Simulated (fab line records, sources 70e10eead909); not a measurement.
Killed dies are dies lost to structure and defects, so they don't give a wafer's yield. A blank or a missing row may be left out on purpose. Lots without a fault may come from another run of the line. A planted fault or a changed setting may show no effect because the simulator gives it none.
Which tool did it? | flow nand_harc | 13 lots, 39 wafers sampled, at 4 steps of a route of 1159

WHAT THE GAUGES READ, wafer by wafer
NHARC_P_START_INSPECT_01. Usual: raw_defect_count 3.8, standard deviation 2.1.
lot  | measured    | on                | raw_defect_count | flag
L272 | day 1 12:02 | defect_inspect-02 | 2 3 4            |
L273 | day 1 18:02 | defect_inspect-02 | 3 4 0            |
L274 | day 2 00:02 | defect_inspect-02 | 6 4 1            |
L275 | day 2 06:02 | defect_inspect-02 | 8 3 3            |
L276 | day 2 12:02 | defect_inspect-01 | 3 4 4            |
L279 | day 3 06:02 | defect_inspect-01 | 3 4 5            |
L280 | day 3 12:02 | defect_inspect-01 | 8 4 0            |
L281 | day 3 18:02 | defect_inspect-01 | 3 7 2            |
L286 | day 5 00:02 | defect_inspect-01 | 3 5 2            |
L291 | day 6 06:02 | defect_inspect-01 | 3 2 5            |
L292 | day 6 12:02 | defect_inspect-02 | 2 5 5            |
L293 | day 6 18:02 | defect_inspect-01 | 3 6 1            |
L295 | day 7 06:02 | defect_inspect-02 | 5 4 3            |

NHARC_P_ZERO_WELL_CD_MEAS_52: target cd 2000 nm. Usual: cd_nm 2000.3 nm, standard deviation 1.3.
lot  | measured    | on        | cd_nm (nm)           | flag
L272 | day 1 17:48 | cd_sem-02 | 2001.9 1999.8 2001.9 |
L273 | day 1 23:55 | cd_sem-01 | 1998.0 1999.9 1998.2 |
L274 | day 2 05:55 | cd_sem-02 | 2000.1 2000.2 2000.7 |
L275 | day 2 11:53 | cd_sem-01 | 2000.0 1999.7 2001.0 |
L276 | day 2 17:53 | cd_sem-02 | 2000.0 2002.1 2001.6 |
L279 | day 3 11:47 | cd_sem-01 | 2002.8 2001.5 1999.9 |
L280 | day 3 17:44 | cd_sem-02 | 1928.9 1927.6 1928.2 | OFF
L281 | day 3 23:52 | cd_sem-01 | 2000.0 2001.2 1999.7 |
L286 | day 5 05:59 | cd_sem-01 | 1999.5 1997.8 1997.9 |
L291 | day 6 11:46 | cd_sem-01 | 1998.0 2000.4 2001.2 |
L292 | day 6 17:44 | cd_sem-03 | 2001.4 2000.3 2001.2 |
L293 | day 6 23:47 | cd_sem-02 | 2004.0 2002.0 2002.0 |
L295 | day 7 11:49 | cd_sem-02 | 1999.4 1997.9 1999.5 |

WHICH TOOL RAN EACH LOT (tool, then ch and the chambers of the sampled wafers, then the start)
lot  | NHARC_P_ZERO_WELL_DESCUM_26       | NHARC_P_ZERO_WELL_EXPOSE_49
L272 | rie_diel-03 ch 0,1,2, day 1 14:45 | krf_scanner-04 ch 0, day 1 17:38
L273 | rie_diel-02 ch 0,1,3, day 1 20:49 | krf_scanner-02 ch 0, day 1 23:46
L274 | rie_diel-02 ch 0,1,3, day 2 02:47 | krf_scanner-04 ch 0, day 2 05:46
L275 | rie_diel-02 ch 0,2,3, day 2 08:48 | krf_scanner-02 ch 0, day 2 11:44
L276 | rie_diel-02 ch 1,2, day 2 14:44   | krf_scanner-03 ch 0, day 2 17:44
L279 | rie_diel-12 ch 0,1,2, day 3 08:46 | krf_scanner-04 ch 0, day 3 11:38
L280 | rie_diel-03 ch 1,2,3, day 3 14:44 | krf_scanner-03 ch 0, day 3 17:35
L281 | rie_diel-03 ch 0,1,3, day 3 20:51 | krf_scanner-03 ch 0, day 3 23:42
L286 | rie_diel-12 ch 1,2,3, day 5 02:51 | krf_scanner-02 ch 0, day 5 05:50
L291 | rie_diel-02 ch 0,1,3, day 6 08:40 | krf_scanner-03 ch 0, day 6 11:37
L292 | rie_diel-03 ch 0,3, day 6 14:44   | krf_scanner-04 ch 0, day 6 17:35
L293 | rie_diel-03 ch 0,1, day 6 20:37   | krf_scanner-03 ch 0, day 6 23:37
L295 | rie_diel-03 ch 0,1,3, day 7 08:41 | krf_scanner-03 ch 0, day 7 11:40
- NHARC_P_ZERO_WELL_DESCUM_26: chemistry O2, time 3 s.
- NHARC_P_ZERO_WELL_EXPOSE_49: exposes mask P HVPW, target cd 2000 nm.

WHAT THE TOOLS THEMSELVES READ (means of the sampled wafers that have a number; where no wafer has one, the mark that the record gives instead)
NHARC_P_ZERO_WELL_DESCUM_26. Usual: drypump_motor_current_A 5.8 A, standard deviation 0.41; oes_product_au 1.000 a.u., standard deviation 0.0078; rf_vpp_V 57.8 V, standard deviation 0.81; showerhead_plenum_p_Torr 1.93 Torr, standard deviation 0.064; throttle_valve_pct 11.311 %, standard deviation 0.0091.
lot  | tool        | drypump_motor_current_A (A) | oes_product_au (a.u.) | rf_vpp_V (V) | showerhead_plenum_p_Torr (Torr) | throttle_valve_pct (%) | flag
L272 | rie_diel-03 | 5.6                         | 1.002                 | 57.6         | 1.93                            | 11.305                 |
L273 | rie_diel-02 | 5.9                         | 1.003                 | 57.9         | 1.94                            | 11.312                 |
L274 | rie_diel-02 | 5.9                         | 0.995                 | 58.0         | 1.94                            | 11.310                 |
L275 | rie_diel-02 | 5.7                         | 1.009                 | 57.0         | 1.95                            | 11.319                 |
L276 | rie_diel-02 | 6.2                         | 1.002                 | 57.6         | 1.95                            | 11.305                 |
L279 | rie_diel-12 | 5.7                         | 0.995                 | 57.9         | 1.86                            | 11.314                 |
L280 | rie_diel-03 | 5.6                         | 1.000                 | 57.7         | 1.96                            | 11.313                 |
L281 | rie_diel-03 | 5.7                         | 1.000                 | 57.9         | 1.94                            | 11.312                 |
L286 | rie_diel-12 | 5.5                         | 1.013                 | 57.5         | 1.89                            | 11.307                 |
L291 | rie_diel-02 | 5.9                         | 0.997                 | 58.2         | 1.94                            | 11.314                 |
L292 | rie_diel-03 | 6.1                         | 1.000                 | 57.8         | 1.92                            | 11.312                 |
L293 | rie_diel-03 | 5.4                         | 0.996                 | 58.1         | 1.96                            | 11.308                 |
L295 | rie_diel-03 | 5.7                         | 0.997                 | 57.6         | 1.94                            | 11.325                 |

THE ANSWER, worked out from the rows above alone
Rule: a lot is off if the mean of its wafers that have a number lies more than 3 standard deviations from the usual mean. A lot without any number at a reading at which 4 lots or more have one is off too. The other lots that the step has rows for count as sound. The gauges are gone through in route order, then the tools' own readings, and for those a lot's mean is taken as printed above. The first step at which some lot is off is used, and at that step the reading that is off furthest; a lot without a number counts as furthest.
Off: L280, at NHARC_P_ZERO_WELL_CD_MEAS_52 (cd_nm).
A tool fits if, at a process step before that reading, it ran every lot that is off, and no sound lot after the first of them. The gauges at NHARC_P_ZERO_WELL_CD_MEAS_52 are tried like those tools. None of those tried fits.

WHAT THE SIMULATOR HAD PUT IN
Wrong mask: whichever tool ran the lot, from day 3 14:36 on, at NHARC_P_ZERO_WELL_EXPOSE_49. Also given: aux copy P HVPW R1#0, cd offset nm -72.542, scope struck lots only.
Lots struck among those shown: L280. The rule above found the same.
